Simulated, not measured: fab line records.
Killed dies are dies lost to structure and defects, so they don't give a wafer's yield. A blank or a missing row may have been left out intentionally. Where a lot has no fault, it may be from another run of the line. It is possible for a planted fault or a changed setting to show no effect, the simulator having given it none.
fab line records + flow n5_finfet
[record]
- lots = 9
- wafers = 27
- last_day = 18
route steps=1938 shown BEOL_M3@1014 BEOL_M4@1026 PASSIVATION@1936
lots with no fault: from the same line, run without faults
start_h: hours from the record's first day to the start of the lot's first wafer shown + wait_h: how many hours have passed since the lot's step before this one + " unchanged from the row above + L1.1+2: several wafers, shown together as one row + - value missing, or start not given + * or withheld: withheld + < > ~ a bound
route shown NAME@n: names a module that has steps shown in the file, with the first one's number in the route + usual: mean/standard deviation taken from wafers without a fault + same: alike in all rows + chamber/n: place in a boat + sites: readings site by site + _std_site: the values' standard deviation + _edge_site: inner sites' mean taken away from outer sites' mean + radius_mm: for every site, how far away it sits from the centre of the wafer + mask NAME#n: copy n + behind: the last tool/chamber to shape the wafer + hold: what put the lot on hold/how long, in hours/how the hold closed + device: the transistor (n, p or np) that didn't switch + end of line: tests run on the same wafers once the route is complete + for a step that has no rows: nothing shown but its recipe + killed: dies that structure and defects cost at the first sort, which is not the same as the wafer's yield + map: per-die view of a wafer (x killed, . not killed, _ where there is no die)
set.NAME: the setting the step ran with; set.NAME@STEP: the setting that earlier step ran with + model.NAME: the simulator's own value behind a step, which no gauge read
one table for each step of the route and one row for each wafer, over a sample of lots
services: when a tool's chamber went out of use (start_h, in hours from the record's first day, below 0 if earlier), for how many hours, and the reason
[[steps]]
[step N5_BEOL_M3_THK_MEAS_53]
[recipe]
- thk_meas_gauge = xrf
- reads = Cu_of_BEOL_M3_ECD_50
[usual]
- M3_THK = 40.6/1.5
| lot.wafer | tool          | chamber | start_h | wait_h | M3_THK[nm] |
|-----------|---------------|---------|---------|--------|------------|
| L301.1    | film_metro-02 | -       | 153.83  | -      | 40.5       |
| L301.4    | "             | -       | "       | "      | 41.4       |
| L301.6    | "             | -       | "       | "      | 41.4       |
| L302.3    | film_metro-01 | -       | 158.87  | -      | 42.1       |
| L302.4    | "             | -       | "       | "      | 43.5       |
| L302.5    | "             | -       | "       | "      | 42.1       |
| L304.3    | film_metro-01 | -       | 171.76  | -      | 40.8       |
| L304.4    | "             | -       | "       | "      | 41.0       |
| L304.6    | "             | -       | "       | "      | 41.2       |
| L306.1    | film_metro-02 | -       | 179.66  | -      | 39.3       |
| L306.2    | "             | -       | "       | "      | 39.0       |
| L306.4    | "             | -       | "       | "      | 42.4       |
| L316.4    | film_metro-01 | -       | 258.32  | -      | 41.5       |
| L316.5    | "             | -       | "       | "      | 38.6       |
| L316.6    | "             | -       | "       | "      | 40.6       |
| L321.1    | film_metro-01 | -       | 284.41  | -      | 40.6       |
| L321.4    | "             | -       | "       | "      | 41.5       |
| L321.6    | "             | -       | "       | "      | 41.9       |
| L320.2    | film_metro-01 | -       | 287.59  | -      | 41.4       |
| L320.5    | "             | -       | "       | "      | 40.4       |
| L320.6    | "             | -       | "       | "      | 42.5       |
| L319.3    | film_metro-01 | -       | 291.03  | -      | 41.5       |
| L319.5    | "             | -       | "       | "      | 40.1       |
| L319.6    | "             | -       | "       | "      | 42.4       |
| L324.1    | film_metro-01 | -       | 311.38  | -      | 38.1       |
| L324.5    | "             | -       | "       | "      | 39.8       |
| L324.6    | "             | -       | "       | "      | 39.0       |
[step N5_BEOL_M3_RS_MEAS_58]
[recipe]
- thk_meas_gauge = four-point-probe
- reads = Co_of_BEOL_M3_CO_CAP_55+Cu_of_BEOL_M3_ECD_50+Co_of_BEOL_M3_CVD_47+TaN_of_BEOL_M3_ALD_84
[usual]
- M3_RS = 0.66/0.031
| lot.wafer | tool          | chamber | start_h | wait_h | M3_RS[ohm/sq] |
|-----------|---------------|---------|---------|--------|---------------|
| L301.1    | film_metro-01 | -       | 154.10  | 0.0    | 0.67          |
| L301.4    | "             | -       | "       | "      | 0.65          |
| L301.6    | "             | -       | "       | "      | 0.64          |
| L302.3    | film_metro-02 | -       | 159.13  | 0.1    | 0.63          |
| L302.4    | "             | -       | "       | "      | 0.61          |
| L302.5    | "             | -       | "       | "      | 0.63          |
| L304.3    | film_metro-02 | -       | 172.20  | 0.1    | 0.66          |
| L304.4    | "             | -       | "       | "      | 0.65          |
| L304.6    | "             | -       | "       | "      | 0.65          |
| L306.1    | film_metro-02 | -       | 179.93  | 0.0    | 0.69          |
| L306.2    | "             | -       | "       | "      | 0.69          |
| L306.4    | "             | -       | "       | "      | 0.62          |
| L316.4    | film_metro-01 | -       | 258.77  | 0.0    | 0.65          |
| L316.5    | "             | -       | "       | "      | 0.71          |
| L316.6    | "             | -       | "       | "      | 0.66          |
| L321.1    | film_metro-01 | -       | 284.67  | 0.0    | 0.67          |
| L321.4    | "             | -       | "       | "      | 0.65          |
| L321.6    | "             | -       | "       | "      | 0.64          |
| L320.2    | film_metro-02 | -       | 287.85  | 0.1    | 0.65          |
| L320.5    | "             | -       | "       | "      | 0.67          |
| L320.6    | "             | -       | "       | "      | 0.63          |
| L319.3    | film_metro-02 | -       | 291.39  | 0.1    | 0.65          |
| L319.5    | "             | -       | "       | "      | 0.68          |
| L319.6    | "             | -       | "       | "      | 0.63          |
| L324.1    | film_metro-01 | -       | 311.64  | 0.0    | 0.72          |
| L324.5    | "             | -       | "       | "      | 0.68          |
| L324.6    | "             | -       | "       | "      | 0.69          |
[step N5_BEOL_M4_COAT_62]
[recipe]
- resist = SiARC
- temp_c = 220
- time_s = 60
- spin_rpm = 1500
- resist_thk_nm = 12
[usual]
- resist_line_temp_C = 23.01/0.11
- spin_speed_rpm = 1500.2/0.98
| lot.wafer | tool           | chamber | start_h | wait_h | resist_line_temp_C | spin_speed_rpm |
|-----------|----------------|---------|---------|--------|--------------------|----------------|
| L301.1    | litho_track-01 | 0       | 155.40  | -      | 23.07              | 1499.7         |
| L301.4    | "              | 0       | "       | "      | 23.13              | 1500.8         |
| L301.6    | "              | 0       | "       | "      | 23.13              | 1499.1         |
| L302.3    | litho_track-01 | 0       | 160.17  | -      | 23.01              | 1500.7         |
| L302.4    | "              | 0       | "       | "      | 22.93              | 1501.1         |
| L302.5    | "              | 0       | "       | "      | 23.06              | 1501.9         |
| L304.3    | litho_track-01 | 0       | 174.73  | -      | 22.98              | 1499.4         |
| L304.4    | "              | 0       | "       | "      | 22.90              | 1500.7         |
| L304.6    | "              | 0       | "       | "      | 22.93              | 1499.2         |
| L306.1    | litho_track-04 | 0       | 180.64  | -      | 22.99              | 1499.7         |
| L306.2    | "              | 0       | "       | "      | 22.91              | 1499.6         |
| L306.4    | "              | 0       | "       | "      | 22.95              | 1502.1         |
| L316.4    | litho_track-02 | 0       | 260.50  | -      | 23.18              | 1499.0         |
| L316.5    | "              | 0       | "       | "      | 23.07              | 1498.1         |
| L316.6    | "              | 0       | "       | "      | 23.01              | 1499.4         |
| L321.1    | litho_track-02 | 0       | 287.39  | -      | 22.95              | 1500.2         |
| L321.4    | "              | 0       | "       | "      | 23.03              | 1500.9         |
| L321.6    | "              | 0       | "       | "      | 23.07              | 1499.4         |
| L320.2    | litho_track-01 | 0       | 288.23  | -      | 23.09              | 1778.4         |
| L320.5    | "              | 0       | "       | "      | 22.95              | 1776.9         |
| L320.6    | "              | 0       | "       | "      | 22.97              | 1777.0         |
| L319.3    | litho_track-01 | 0       | 292.74  | -      | 23.03              | 1777.8         |
| L319.5    | "              | 0       | "       | "      | 23.00              | 1777.9         |
| L319.6    | "              | 0       | "       | "      | 23.06              | 1777.2         |
| L324.1    | litho_track-04 | 0       | 313.30  | -      | 22.97              | 1501.2         |
| L324.5    | "              | 0       | "       | "      | 22.92              | 1500.8         |
| L324.6    | "              | 0       | "       | "      | 22.96              | 1499.1         |
[step N5_BEOL_M4_OVL_MEAS_12]
[recipe]
- points_per_wafer = 522
[usual]
- M4_OVL = -0.2/0.72
| lot.wafer | tool       | chamber | start_h | wait_h | M4_OVL[nm] |
|-----------|------------|---------|---------|--------|------------|
| L301.1    | overlay-02 | 0       | 155.82  | 0.0    | 2.0        |
| L301.4    | "          | 0       | "       | "      | 0.9        |
| L301.6    | "          | 0       | "       | "      | 0.1        |
| L302.3    | overlay-01 | 0       | 160.60  | 0.0    | -0.6       |
| L302.4    | "          | 0       | "       | "      | -1.2       |
| L302.5    | "          | 0       | "       | "      | -1.1       |
| L304.3    | overlay-01 | 0       | 175.16  | 0.0    | 0.9        |
| L304.4    | "          | 0       | "       | "      | 0.3        |
| L304.6    | "          | 0       | "       | "      | 0.1        |
| L306.1    | overlay-01 | 0       | 180.93  | 0.0    | -1.3       |
| L306.2    | "          | 0       | "       | "      | -0.5       |
| L306.4    | "          | 0       | "       | "      | -0.5       |
| L316.4    | overlay-02 | 0       | 260.94  | 0.0    | -0.9       |
| L316.5    | "          | 0       | "       | "      | -1.2       |
| L316.6    | "          | 0       | "       | "      | -1.0       |
| L321.1    | overlay-01 | 0       | 287.81  | 0.0    | -0.4       |
| L321.4    | "          | 0       | "       | "      | -0.1       |
| L321.6    | "          | 0       | "       | "      | -0.3       |
| L320.2    | overlay-02 | 0       | 288.53  | 0.0    | 0.2        |
| L320.5    | "          | 0       | "       | "      | -1.1       |
| L320.6    | "          | 0       | "       | "      | -1.3       |
| L319.3    | overlay-02 | 0       | 293.17  | 0.0    | 0.7        |
| L319.5    | "          | 0       | "       | "      | 0.9        |
| L319.6    | "          | 0       | "       | "      | 0.4        |
| L324.1    | overlay-01 | 0       | 313.60  | 0.0    | -0.1       |
| L324.5    | "          | 0       | "       | "      | -0.8       |
| L324.6    | "          | 0       | "       | "      | -0.3       |
[step N5_BEOL_M4_ETCH_63]
[recipe]
- chemistry = CF4
- target = SiARC
- target_depth_a = 156
- mask_material = CAR-EUV
- time_s = 26
- ion_energy_ev = 80
- pressure_mtorr = 40
- source_w = 545
- bias_w = 36
- Ar_flow_sccm = 100
- cf4_flow_sccm = 100
- ends = cleared
[usual]
- drypump_motor_current_A = 5.7/0.58
- etch_rf_on_time_s = 26.5/0.6
- oes_product_au = 0.62/0.045
- rf_vpp_V = 183.7/1.2
- showerhead_plenum_p_Torr = 2.12/0.071
- throttle_valve_pct = 15.74/0.29
| lot.wafer | tool        | chamber | start_h | wait_h | drypump_motor_current_A | etch_rf_on_time_s | oes_product_au | rf_hours_counter_h | rf_vpp_V | showerhead_plenum_p_Torr | throttle_valve_pct |
|-----------|-------------|---------|---------|--------|-------------------------|-------------------|----------------|--------------------|----------|--------------------------|--------------------|
| L301.1    | rie_diel-06 | 3       | 157.20  | 0.0    | 5.0                     | 26.1              | 0.63           | 172                | 183.7    | 2.06                     | 15.30              |
| L301.4    | "           | 2       | "       | "      | 4.9                     | 27.4              | 0.58           | -                  | 182.7    | 2.21                     | 16.03              |
| L301.6    | "           | 1       | "       | "      | 5.5                     | 26.5              | 0.61           | -                  | 183.5    | 2.05                     | 16.00              |
| L302.3    | rie_diel-06 | 3       | 160.94  | 0.0    | 5.0                     | 26.3              | 0.62           | 174                | 182.7    | 2.06                     | 15.29              |
| L302.4    | "           | 1       | "       | "      | 5.5                     | 26.4              | 0.61           | 184                | 183.1    | 2.05                     | 16.00              |
| L302.5    | "           | 0       | "       | "      | 5.8                     | 26.6              | 0.60           | -                  | 182.8    | 2.03                     | 15.86              |
| L304.3    | rie_diel-05 | 3       | 175.31  | 0.0    | 5.4                     | 26.9              | 0.73           | 47                 | 185.8    | 2.09                     | 15.40              |
| L304.4    | "           | 2       | "       | "      | 6.3                     | 26.7              | 0.60           | -                  | 185.2    | 2.14                     | 15.96              |
| L304.6    | "           | 1       | "       | "      | 6.6                     | 26.9              | 0.65           | -                  | 184.1    | 2.16                     | 15.28              |
| L306.1    | rie_diel-06 | 2       | 181.37  | 0.0    | 4.9                     | 27.5              | 0.57           | 214                | 183.2    | 2.21                     | 16.06              |
| L306.2    | "           | 1       | "       | "      | 5.5                     | 26.2              | 0.60           | 192                | 182.8    | 2.04                     | 16.02              |
| L306.4    | "           | 0       | "       | "      | 5.8                     | 26.6              | 0.59           | 217                | 182.9    | 2.02                     | 15.90              |
| L316.4    | rie_diel-02 | 2       | 261.06  | 0.0    | 6.1                     | 26.8              | 0.63           | 140                | 184.6    | 2.14                     | 15.66              |
| L316.5    | "           | 1       | "       | "      | 6.7                     | 25.8              | 0.68           | -                  | 186.5    | 2.25                     | 15.41              |
| L316.6    | "           | 0       | "       | "      | 5.7                     | 25.9              | 0.65           | -                  | 183.3    | 2.13                     | 15.70              |
| L321.1    | rie_diel-02 | 3       | 287.96  | 0.0    | 5.7                     | 25.9              | 0.59           | 240                | 183.5    | 2.12                     | 15.92              |
| L321.4    | "           | 0       | "       | "      | 5.7                     | 26.0              | 0.64           | 185                | 183.8    | 2.13                     | 15.74              |
| L321.6    | "           | 3       | "       | "      | 5.7                     | 26.0              | 0.59           | -                  | 185.5    | 2.12                     | 15.90              |
| L320.2    | rie_diel-02 | 0       | 288.67  | 0.0    | 5.7                     | 24.0              | 0.64           | 185                | 183.0    | 2.13                     | 15.73              |
| L320.5    | "           | 3       | "       | "      | 5.7                     | 23.9              | 0.60           | -                  | 183.6    | 2.12                     | 15.91              |
| L320.6    | "           | 2       | "       | "      | 6.1                     | 24.7              | 0.63           | -                  | 183.7    | 2.14                     | 15.65              |
| L319.3    | rie_diel-06 | 3       | 293.37  | 0.0    | 5.0                     | 24.6              | 0.59           | 213                | 182.1    | 2.04                     | 15.38              |
| L319.5    | "           | 1       | "       | "      | 5.5                     | 24.5              | 0.57           | -                  | 183.4    | 2.03                     | 16.06              |
| L319.6    | "           | 3       | "       | "      | 5.0                     | 24.7              | 0.60           | -                  | 183.6    | 2.04                     | 15.37              |
| L324.1    | rie_diel-02 | 1       | 313.74  | 0.0    | 6.7                     | 26.3              | 0.66           | 126                | 185.6    | 2.24                     | 15.46              |
| L324.5    | "           | 0       | "       | "      | 5.7                     | 26.0              | 0.64           | -                  | 183.2    | 2.12                     | 15.74              |
| L324.6    | "           | 3       | "       | "      | 5.7                     | 26.1              | 0.58           | -                  | 181.8    | 2.12                     | 15.92              |
[step N5_BEOL_M4_RC_MEAS_101]
[usual]
- DIBL_N = 36.3/2
- DIBL_P = 36.3/2.4
- IOFF_N = 0.16/0.034
- IOFF_P = 0.21/0.035
- ION_N = 672/12
- ION_P = 459/6.5
- SS_N = 71.6/0.67
- SS_P = 73.3/0.71
- VT_N = 250/3.5
- VT_P = -251/3
| lot.wafer | tool      | chamber | start_h | wait_h | DIBL_N[mV/V] | DIBL_P[mV/V] | IOFF_N[nA/um] | IOFF_P[nA/um] | ION_N[uA/um] | ION_P[uA/um] | SS_N[mV/dec] | SS_P[mV/dec] | VT_N[mV] | VT_P[mV] |
|-----------|-----------|---------|---------|--------|--------------|--------------|---------------|---------------|--------------|--------------|--------------|--------------|----------|----------|
| L301.1    | prober-02 | 0       | 168.43  | 0.0    | 35.2         | 33.4         | 0.12          | 0.18          | 658          | 453          | 71.4         | 72.0         | 252      | -254     |
| L301.4    | "         | 0       | "       | "      | 37.8         | 36.8         | 0.17          | 0.23          | 676          | 464          | 71.9         | 73.4         | 248      | -248     |
| L301.6    | "         | 0       | "       | "      | 35.8         | 34.4         | 0.14          | 0.19          | 672          | 459          | 71.5         | 72.6         | 252      | -250     |
| L302.3    | prober-01 | 0       | 171.06  | 0.3    | 35.5         | 35.7         | 0.15          | 0.20          | 662          | 458          | 71.6         | 73.3         | 250      | -251     |
| L302.4    | "         | 0       | "       | "      | 35.7         | 35.9         | 0.15          | 0.21          | 661          | 459          | 71.4         | 72.8         | 254      | -251     |
| L302.5    | "         | 0       | "       | "      | 34.9         | 34.7         | 0.13          | 0.19          | 655          | 450          | 71.9         | 72.6         | 251      | -251     |
| L304.3    | prober-02 | 0       | 184.97  | 0.3    | 35.0         | 34.4         | 0.14          | 0.18          | 666          | 453          | 71.1         | 73.2         | 249      | -254     |
| L304.4    | "         | 0       | "       | "      | 33.2         | 31.5         | 0.10          | 0.13          | 647          | 440          | 70.8         | 72.8         | 256      | -256     |
| L304.6    | "         | 0       | "       | "      | 33.3         | 32.3         | 0.11          | 0.15          | 650          | 452          | 70.9         | 72.7         | 256      | -253     |
| L306.1    | prober-02 | 0       | 197.18  | 0.0    | 35.9         | 34.6         | 0.14          | 0.17          | 657          | 444          | 71.6         | 73.7         | 255      | -256     |
| L306.2    | "         | 0       | "       | "      | 39.3         | 38.7         | 0.22          | 0.23          | 689          | 463          | 73.1         | 74.5         | 247      | -251     |
| L306.4    | "         | 0       | "       | "      | 35.9         | 34.3         | 0.15          | 0.16          | 672          | 452          | 72.0         | 73.3         | 251      | -256     |
| L316.4    | prober-01 | 0       | 286.85  | 0.5    | 33.0         | 33.7         | 0.12          | 0.18          | 658          | 457          | 71.0         | 72.3         | 253      | -250     |
| L316.5    | "         | 0       | "       | "      | 36.1         | 36.9         | 0.17          | 0.23          | 656          | 454          | 71.5         | 73.2         | 250      | -248     |
| L316.6    | "         | 0       | "       | "      | 35.6         | 36.2         | 0.15          | 0.22          | 669          | 455          | 71.2         | 73.1         | 250      | -251     |
| L321.1    | prober-02 | 0       | 296.20  | 0.0    | 36.1         | 35.6         | 0.18          | 0.19          | 695          | 465          | 71.7         | 73.0         | 246      | -253     |
| L321.4    | "         | 0       | "       | "      | 35.3         | 35.6         | 0.17          | 0.19          | 681          | 459          | 71.2         | 72.9         | 247      | -252     |
| L321.6    | "         | 0       | "       | "      | 33.6         | 32.8         | 0.13          | 0.15          | 672          | 451          | 71.2         | 72.8         | 252      | -256     |
| L320.2    | prober-02 | 0       | 308.36  | 0.2    | 36.9         | 37.5         | 0.17          | 0.21          | 678          | 459          | 71.0         | 73.6         | 248      | -251     |
| L320.5    | "         | 0       | "       | "      | 34.1         | 33.3         | 0.12          | 0.14          | 659          | 448          | 70.7         | 72.5         | 255      | -256     |
| L320.6    | "         | 0       | "       | "      | 39.1         | 39.4         | 0.21          | 0.23          | 682          | 458          | 72.3         | 73.4         | 246      | -251     |
| L319.3    | prober-02 | 0       | 319.02  | 0.3    | 37.0         | 38.8         | 0.20          | 0.25          | 682          | 462          | 71.8         | 74.3         | 247      | -248     |
| L319.5    | "         | 0       | "       | "      | 34.8         | 34.8         | 0.15          | 0.19          | 666          | 454          | 71.2         | 74.1         | 249      | -252     |
| L319.6    | "         | 0       | "       | "      | 38.7         | 38.5         | 0.24          | 0.24          | 676          | 458          | 72.4         | 74.0         | 244      | -249     |
| L324.1    | prober-01 | 0       | 326.38  | 0.0    | 36.8         | 37.1         | 0.19          | 0.22          | 680          | 459          | 71.8         | 73.0         | 248      | -249     |
| L324.5    | "         | 0       | "       | "      | 37.2         | 37.9         | 0.20          | 0.24          | 679          | 459          | 72.0         | 73.4         | 246      | -248     |
| L324.6    | "         | 0       | "       | "      | 36.1         | 36.1         | 0.18          | 0.21          | 684          | 462          | 72.0         | 72.6         | 245      | -251     |
[step N5_PASSIVATION_PROBE_49]
[usual]
- defect_limited_yield = 91.4/1.5
- killed_at_M0_to_M3 = 33/11
- killed_at_M4_up = 14/5.3
- killed_at_contacts = 13/6.2
- killed_at_front_end = 39/13
- killed_at_other = 3.1/2.8
- killed_dies = 102/17
- killed_open = 68/13
- killed_short = 32/7.8
- sort_bin_5_function = 5.1/0.95
- sort_bin_6_memory = 3.2/0.7
- sort_bin_8_speed = 0.02/0.16
- sort_n_pass = 1078/18
- sort_yield_pct = 91.3/1.5
[same]
- gross_dies = 1180
- killed_at_back_side = 0
- sort_bin_4_leakage[%] = 0
| lot.wafer | tool      | chamber | start_h | wait_h | defect_limited_yield[%] | killed_at_M0_to_M3 | killed_at_M4_up | killed_at_contacts | killed_at_front_end | killed_at_other | killed_dies | killed_open | killed_short | sort_bin_5_function[%] | sort_bin_6_memory[%] | sort_bin_8_speed[%] | sort_n_pass | sort_yield_pct[%] |
|-----------|-----------|---------|---------|--------|-------------------------|--------------------|-----------------|--------------------|---------------------|-----------------|-------------|-------------|--------------|------------------------|----------------------|---------------------|-------------|-------------------|
| L301.1    | prober-01 | -       | 274.47  | 0.0    | 94.7                    | 20                 | 12              | 8                  | 20                  | 3               | 63          | 35          | 27           | 3.1                    | 2.1                  | 0                   | 1117        | 94.7              |
| L301.4    | prober-01 | -       | 274.62  | 0.2    | 91.8                    | 42                 | 17              | 10                 | 24                  | 4               | 97          | 58          | 35           | 4.5                    | 3.2                  | 0                   | 1083        | 91.8              |
| L301.6    | prober-01 | -       | 274.72  | 0.3    | 91.3                    | 36                 | 12              | 16                 | 33                  | 6               | 103         | 62          | 37           | 5.1                    | 3.0                  | 0                   | 1077        | 91.3              |
| L316.4    | prober-02 | -       | 388.78  | 0.2    | 89.8                    | 29                 | 8               | 20                 | 53                  | 10              | 120         | 75          | 42           | 5.4                    | 4.4                  | 0                   | 1060        | 89.8              |
| L316.5    | prober-02 | -       | 388.83  | 0.2    | 92.1                    | 25                 | 11              | 18                 | 36                  | 3               | 93          | 53          | 40           | 4.7                    | 3.0                  | 0                   | 1087        | 92.1              |
| L316.6    | prober-02 | -       | 388.88  | 0.3    | 90.3                    | 38                 | 12              | 16                 | 47                  | 1               | 114         | 77          | 37           | 5.7                    | 3.6                  | 0                   | 1066        | 90.3              |
| L324.1    | prober-02 | -       | 434.71  | 0.1    | 91.3                    | 27                 | 10              | 23                 | 39                  | 4               | 103         | 74          | 29           | 4.7                    | 3.8                  | 0                   | 1077        | 91.3              |
| L324.5    | prober-02 | -       | 434.91  | 0.3    | 92.9                    | 16                 | 26              | 9                  | 33                  | 0               | 84          | 60          | 23           | 4.0                    | 2.7                  | 0                   | 1096        | 92.9              |
| L324.6    | prober-02 | -       | 434.96  | 0.4    | 89.2                    | 16                 | 22              | 30                 | 55                  | 4               | 127         | 93          | 32           | 7.2                    | 3.1                  | 0                   | 1053        | 89.2              |
// killed by level:class
L301.1 MOL_CONTACT_COAG:geometric_particle:open=5 BEOL_M0_SAQP:geometric_particle:short=5 BEOL_M4:geometric_particle:open=5 DUMMY_GATE:geometric_particle:open=4 STARTING-WAFER:geometric_particle:short=4 ILD0:geometric_particle:short=3 MOL_CONTACT_COAG:geometric_particle:short=3 BEOL_M0_SAQP:geometric_particle:open=3
L301.4 BEOL_M2:geometric_particle:open=11 MOL_CONTACT_COAG:geometric_particle:open=8 BEOL_M1:geometric_particle:short=7 BEOL_M0_SAQP:geometric_particle:short=6 BEOL_M1:geometric_particle:open=6 BEOL_M4:geometric_particle:open=6 GATE_CUT:geometric_particle:short=4 BEOL_M0_SAQP:geometric_particle:open=4
L301.6 MOL_CONTACT_COAG:geometric_particle:open=15 FIN_SAQP:geometric_particle:open=9 BEOL_M3:geometric_particle:open=7 BEOL_M0_SAQP:geometric_particle:short=6 BEOL_M1:geometric_particle:short=6 FIN_SAQP:geometric_particle:short=4 STI_FIN_REVEAL:geometric_particle:open=4 BEOL_M0:geometric_particle:open=4
L316.4 MOL_CONTACT_COAG:geometric_particle:open=18 STI_FIN_REVEAL:geometric_particle:open=14 FIN_SAQP:geometric_particle:short=11 BEOL_M2:geometric_particle:open=9 FIN_SAQP:geometric_particle:open=7 BEOL_M0_SAQP:geometric_particle:short=6 GATE_CUT:geometric_particle:short=5 STARTING-WAFER:geometric_particle:short=5
L316.5 MOL_CONTACT_COAG:geometric_particle:open=15 BEOL_M2:geometric_particle:open=10 FIN_SAQP:geometric_particle:short=9 FIN_SAQP:geometric_particle:open=7 GATE_CUT:geometric_particle:short=7 BEOL_M4:geometric_particle:short=5 BEOL_M0_SAQP:geometric_particle:short=4 MOL_CONTACT_COAG:geometric_particle:short=3
L316.6 MOL_CONTACT_COAG:geometric_particle:open=13 DUMMY_GATE:geometric_particle:open=10 BEOL_M4:geometric_particle:open=10 BEOL_M0_SAQP:geometric_particle:short=10 BEOL_M2:geometric_particle:open=9 FIN_SAQP:geometric_particle:short=8 FIN_SAQP:geometric_particle:open=7 BEOL_M0_SAQP:geometric_particle:open=7
L324.1 MOL_CONTACT_COAG:geometric_particle:open=19 BEOL_M1:geometric_particle:open=12 FIN_SAQP:geometric_particle:open=6 GATE_CUT:geometric_particle:short=6 STI_FIN_REVEAL:geometric_particle:open=5 ILD0:geometric_particle:open=5 GATE_CUT:geometric_particle:open=4 MOL_CONTACT_COAG:geometric_particle:short=4
L324.5 BEOL_M5:geometric_particle:open=11 STI_FIN_REVEAL:geometric_particle:open=9 FIN_SAQP:geometric_particle:open=6 MOL_CONTACT_COAG:geometric_particle:open=6 BEOL_M4:geometric_particle:open=5 BEOL_M2:geometric_particle:open=4 ILD0:geometric_particle:open=4 GATE_CUT:geometric_particle:open=4
L324.6 MOL_CONTACT_COAG:geometric_particle:open=22 STI_FIN_REVEAL:geometric_particle:open=19 FIN_SAQP:geometric_particle:open=9 MOL_CONTACT_COAG:geometric_particle:short=8 BEOL_M1:geometric_particle:open=8 BEOL_M5:geometric_particle:open=7 BEOL_M4:geometric_particle:open=6 STI_FIN_REVEAL:geometric_particle:short=5
[[services]]
| tool           | chamber | start_h | hours | kind                          |
|----------------|---------|---------|-------|-------------------------------|
| rie_diel-06    | 0       | 138.95  | 18.3  | repair                        |
| rie_diel-05    | -       | 146.10  | 14.6  | pm                            |
| rie_diel-05    | 0       | 161.45  | 14.5  | repair                        |
| litho_track-01 | -       | 170.04  | -     | consumable_replace:filter     |
| rie_diel-05    | 2       | 176.47  | 4.3   | repair                        |
| rie_diel-02    | -       | 212.23  | 1.0   | repair                        |
| rie_diel-06    | -       | 227.77  | 0.4   | repair                        |
| rie_diel-05    | 3       | 229.94  | 6.9   | repair                        |
| rie_diel-05    | 2       | 235.44  | 7.4   | repair                        |
| litho_track-04 | -       | 242.79  | -     | consumable_replace:filter     |
| rie_diel-05    | -       | 260.09  | 1.4   | repair                        |
| rie_diel-06    | 0       | 287.51  | -     | clean                         |
| rie_diel-06    | 0       | 287.51  | -     | consumable_replace:focus_ring |
| rie_diel-06    | 0       | 287.51  | -     | consumable_replace:showerhead |
| rie_diel-06    | 0       | 287.51  | 16.2  | scheduled_down                |
| rie_diel-06    | 0       | 287.51  | 16.2  | vent_cycle                    |
| rie_diel-02    | 0       | 294.09  | 10.7  | repair                        |
| rie_diel-06    | 2       | 303.85  | -     | clean                         |
| rie_diel-06    | 2       | 303.85  | -     | consumable_replace:focus_ring |
| rie_diel-06    | 2       | 303.85  | 30.6  | scheduled_down                |
| rie_diel-06    | 2       | 303.85  | 30.6  | vent_cycle                    |
| rie_diel-06    | 1       | 306.01  | 2.9   | repair                        |
[[key]]
[first_sign]
- step = N5_BEOL_M4_COAT_62
- reading = spin_speed_rpm
- direction = up
- sigmas = 99+
- usual = *
- struck = *
[effect]
- step = N5_BEOL_M4_ETCH_63
- reading = etch_rf_on_time_s
- direction = down
- sigmas = 3.5
- usual = *
- struck = *
met_at N5_BEOL_M4_COAT_62
struck_lots L319,L320
not_acting_at N5_BEOL_M3_THK_MEAS_53,N5_BEOL_M3_RS_MEAS_58,N5_BEOL_M4_OVL_MEAS_12
onset_between 174.73 288.23
[earlier_fault]
- kind = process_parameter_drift
- tool = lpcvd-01
- chamber = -
- onset_h = 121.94
- steps = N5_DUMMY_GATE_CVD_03
- channel = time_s
- offset = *
- shape = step
- end_h = 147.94
- acts_in = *
- stated = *
[fault]
- kind = process_parameter_drift
- tool = litho_track-01
- chamber = -
- onset_h = 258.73
- steps = N5_BEOL_M4_COAT_62
- channel = spin_rpm
- offset = *
- shape = step
- end_h = 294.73
- acts_in = *
- stated = *
